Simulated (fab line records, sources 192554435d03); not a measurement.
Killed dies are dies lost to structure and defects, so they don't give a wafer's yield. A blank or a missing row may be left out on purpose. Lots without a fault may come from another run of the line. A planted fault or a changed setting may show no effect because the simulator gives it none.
Chamber matching | flow n5_finfet | N5_BEOL_M9_ETCH_62 on rie_diel-01: 4 sister chambers
The step etches SOC in N2/H2, target depth 110 nm, overetch 22 nm, time 165 s. 4 wafers are shown with their chamber, then 11 later ones without.

WAFERS WITH THEIR CHAMBER
wafer  | chamber | showerhead_plenum_p_Torr (Torr)
L088.5 | 0       | 2.34
L090.4 | 1       | 2.44
L090.5 | 3       | 2.63
L089.3 | 2       | 2.59

WAFERS WITHOUT THEIR CHAMBER
wafer  | showerhead_plenum_p_Torr (Torr)
L089.5 | 2.34
L089.6 | 2.44
L093.1 | 2.63
L093.3 | 2.34
L093.4 | 2.59
L095.1 | 2.44
L095.4 | 2.63
L095.6 | 2.59
L096.3 | 2.43
L096.4 | 2.33
L096.5 | 2.43

WHICH CHAMBER EACH WENT THROUGH
wafer  | from the rows above | in truth
L089.5 | 0                   | 0
L089.6 | 1                   | 1
L093.1 | 3                   | 3
L093.3 | 0                   | 0
L093.4 | 2                   | 2
L095.1 | 1                   | 1
L095.4 | 3                   | 3
L095.6 | 2                   | 2
L096.3 | 1                   | 1
L096.4 | 0                   | 0
L096.5 | 1                   | 1
Placed correctly: 11 of 11. Can't be placed from these rows: 0. Placed wrongly: 0.
How it was worked out, from the rows above alone: a wafer's distance from a chamber is the root of the sum, over the readings, of the square of ((its reading less the chamber's mean) divided by the reading's scatter). The wafer belongs to the nearest chamber; if the next one is less than 2 further off, it can't be placed. A chamber's mean is the mean of its shown wafers. The scatter: with one shown wafer a chamber, the root of the mean of the squares of how far each hidden wafer lies from its nearest shown one.
